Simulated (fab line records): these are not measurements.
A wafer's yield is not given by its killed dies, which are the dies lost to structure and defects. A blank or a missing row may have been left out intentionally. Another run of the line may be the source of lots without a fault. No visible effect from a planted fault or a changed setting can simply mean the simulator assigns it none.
Chamber matching || flow nand harc || NHARC_A_STAIRCASE_DESCUM_270 on rie diel-06 has 4 sister chambers
The step chemistry O2, time 3 s. 22 wafers are shown with their chamber, then 11 later ones without.

## WAFERS, EACH WITH ITS CHAMBER
{"wafer": "L074.2", "chamber": 3, "drypump motor current A (A)": 6.5, "showerhead plenum p Torr (Torr)": 1.79, "throttle valve pct (%)": 11.323}
{"wafer": "L074.5", "chamber": 1, "drypump motor current A (A)": 5.5, "showerhead plenum p Torr (Torr)": 1.97, "throttle valve pct (%)": 11.307}
{"wafer": "L074.6", "chamber": 2, "drypump motor current A (A)": 5.0, "showerhead plenum p Torr (Torr)": 1.89, "throttle valve pct (%)": 11.305}
{"wafer": "L075.1", "chamber": 0, "drypump motor current A (A)": 5.6, "showerhead plenum p Torr (Torr)": 2.00, "throttle valve pct (%)": 11.317}
{"wafer": "L075.3", "chamber": 2, "drypump motor current A (A)": 5.0, "showerhead plenum p Torr (Torr)": 1.89, "throttle valve pct (%)": 11.303}
{"wafer": "L075.5", "chamber": 3, "drypump motor current A (A)": 6.5, "showerhead plenum p Torr (Torr)": 1.78, "throttle valve pct (%)": 11.322}
{"wafer": "L076.2", "chamber": 2, "drypump motor current A (A)": 5.0, "showerhead plenum p Torr (Torr)": 1.89, "throttle valve pct (%)": 11.309}
{"wafer": "L076.4", "chamber": 3, "drypump motor current A (A)": 6.5, "showerhead plenum p Torr (Torr)": 1.78, "throttle valve pct (%)": 11.316}
{"wafer": "L076.5", "chamber": 3, "drypump motor current A (A)": 6.5, "showerhead plenum p Torr (Torr)": 1.78, "throttle valve pct (%)": 11.309}
{"wafer": "L078.1", "chamber": 2, "drypump motor current A (A)": 5.0, "showerhead plenum p Torr (Torr)": 1.89, "throttle valve pct (%)": 11.313}
{"wafer": "L078.2", "chamber": 1, "drypump motor current A (A)": 5.4, "showerhead plenum p Torr (Torr)": 1.96, "throttle valve pct (%)": 11.304}
{"wafer": "L078.3", "chamber": 3, "drypump motor current A (A)": 6.5, "showerhead plenum p Torr (Torr)": 1.78, "throttle valve pct (%)": 11.315}
{"wafer": "L081.1", "chamber": 0, "drypump motor current A (A)": 5.6, "showerhead plenum p Torr (Torr)": 1.99, "throttle valve pct (%)": 11.327}
{"wafer": "L081.4", "chamber": 2, "drypump motor current A (A)": 5.0, "showerhead plenum p Torr (Torr)": 1.88, "throttle valve pct (%)": 11.306}
{"wafer": "L081.6", "chamber": 0, "drypump motor current A (A)": 5.6, "showerhead plenum p Torr (Torr)": 1.99, "throttle valve pct (%)": 11.310}
{"wafer": "L085.1", "chamber": 1, "drypump motor current A (A)": 5.5, "showerhead plenum p Torr (Torr)": 1.95, "throttle valve pct (%)": 11.296}
{"wafer": "L085.2", "chamber": 2, "drypump motor current A (A)": 5.0, "showerhead plenum p Torr (Torr)": 1.88, "throttle valve pct (%)": 11.314}
{"wafer": "L085.6", "chamber": 2, "drypump motor current A (A)": 5.0, "showerhead plenum p Torr (Torr)": 1.88, "throttle valve pct (%)": 11.320}
{"wafer": "L084.3", "chamber": 0, "drypump motor current A (A)": 5.6, "showerhead plenum p Torr (Torr)": 1.99, "throttle valve pct (%)": 11.321}
{"wafer": "L084.4", "chamber": 3, "drypump motor current A (A)": 6.5, "showerhead plenum p Torr (Torr)": 1.77, "throttle valve pct (%)": 11.305}
{"wafer": "L084.5", "chamber": 3, "drypump motor current A (A)": 6.5, "showerhead plenum p Torr (Torr)": 1.77, "throttle valve pct (%)": 11.320}
{"wafer": "L089.2", "chamber": 2, "drypump motor current A (A)": 5.0, "showerhead plenum p Torr (Torr)": 1.88, "throttle valve pct (%)": 11.305}

SIGNATURES (averages over the wafers above)
{"reading": "drypump motor current A", "chamber 0": 5.600, "chamber 1": 5.467, "chamber 2": 5.000, "chamber 3": 6.500, "scatter within a chamber": 0.0192}
{"reading": "showerhead plenum p Torr", "chamber 0": 1.9925, "chamber 1": 1.9600, "chamber 2": 1.8850, "chamber 3": 1.7786, "scatter within a chamber": 0.0065}
{"reading": "throttle valve pct", "chamber 0": 11.31875, "chamber 1": 11.30233, "chamber 2": 11.30937, "chamber 3": 11.31571, "scatter within a chamber": 0.00635}
Rule: for each reading, subtract the chamber's mean from the wafer's reading, divide by that reading's scatter and square the result; add these up over the readings and take the root, which gives the wafer's distance from the chamber. The wafer belongs to the nearest chamber; if the next one is less than 2 further off, it can't be placed. The scatter is the square root of a quotient: the sum, over the shown wafers, of each reading's squared deviation from its chamber's mean, divided by wafers minus chambers.

## WAFERS WHOSE CHAMBER IS MISSING
{"wafer": "L089.3", "drypump motor current A (A)": 5.5, "showerhead plenum p Torr (Torr)": 1.95, "throttle valve pct (%)": 11.301}
{"wafer": "L089.5", "drypump motor current A (A)": 5.6, "showerhead plenum p Torr (Torr)": 1.98, "throttle valve pct (%)": 11.316}
{"wafer": "L090.2", "drypump motor current A (A)": 5.5, "showerhead plenum p Torr (Torr)": 1.95, "throttle valve pct (%)": 11.306}
{"wafer": "L090.3", "drypump motor current A (A)": 5.0, "showerhead plenum p Torr (Torr)": 1.87, "throttle valve pct (%)": 11.301}
{"wafer": "L090.6", "drypump motor current A (A)": 5.0, "showerhead plenum p Torr (Torr)": 1.87, "throttle valve pct (%)": 11.305}
{"wafer": "L093.1", "drypump motor current A (A)": 6.5, "showerhead plenum p Torr (Torr)": 2.07, "throttle valve pct (%)": 11.299}
{"wafer": "L093.2", "drypump motor current A (A)": 5.0, "showerhead plenum p Torr (Torr)": 1.87, "throttle valve pct (%)": 11.324}
{"wafer": "L093.4", "drypump motor current A (A)": 5.6, "showerhead plenum p Torr (Torr)": 1.98, "throttle valve pct (%)": 11.313}
{"wafer": "L096.2", "drypump motor current A (A)": 6.5, "showerhead plenum p Torr (Torr)": 2.06, "throttle valve pct (%)": 11.318}
{"wafer": "L096.3", "drypump motor current A (A)": 5.5, "showerhead plenum p Torr (Torr)": 1.94, "throttle valve pct (%)": 11.315}
{"wafer": "L096.5", "drypump motor current A (A)": 5.0, "showerhead plenum p Torr (Torr)": 1.87, "throttle valve pct (%)": 11.304}

## WHICH CHAMBER EACH ONE RAN IN
{"wafer": "L089.3", "from the rows above": 1, "in truth": 1}
{"wafer": "L089.5", "from the rows above": 0, "in truth": 0}
{"wafer": "L090.2", "from the rows above": 1, "in truth": 1}
{"wafer": "L090.3", "from the rows above": 2, "in truth": 2}
{"wafer": "L090.6", "from the rows above": 2, "in truth": 2}
{"wafer": "L093.1", "from the rows above": 3, "in truth": 3}
{"wafer": "L093.2", "from the rows above": 2, "in truth": 2}
{"wafer": "L093.4", "from the rows above": 0, "in truth": 0}
{"wafer": "L096.2", "from the rows above": 3, "in truth": 3}
{"wafer": "L096.3", "from the rows above": 1, "in truth": 1}
{"wafer": "L096.5", "from the rows above": 2, "in truth": 2}
Placed correctly: 11 of 11. Number that these rows cannot place: 0. Wrongly placed: 0.
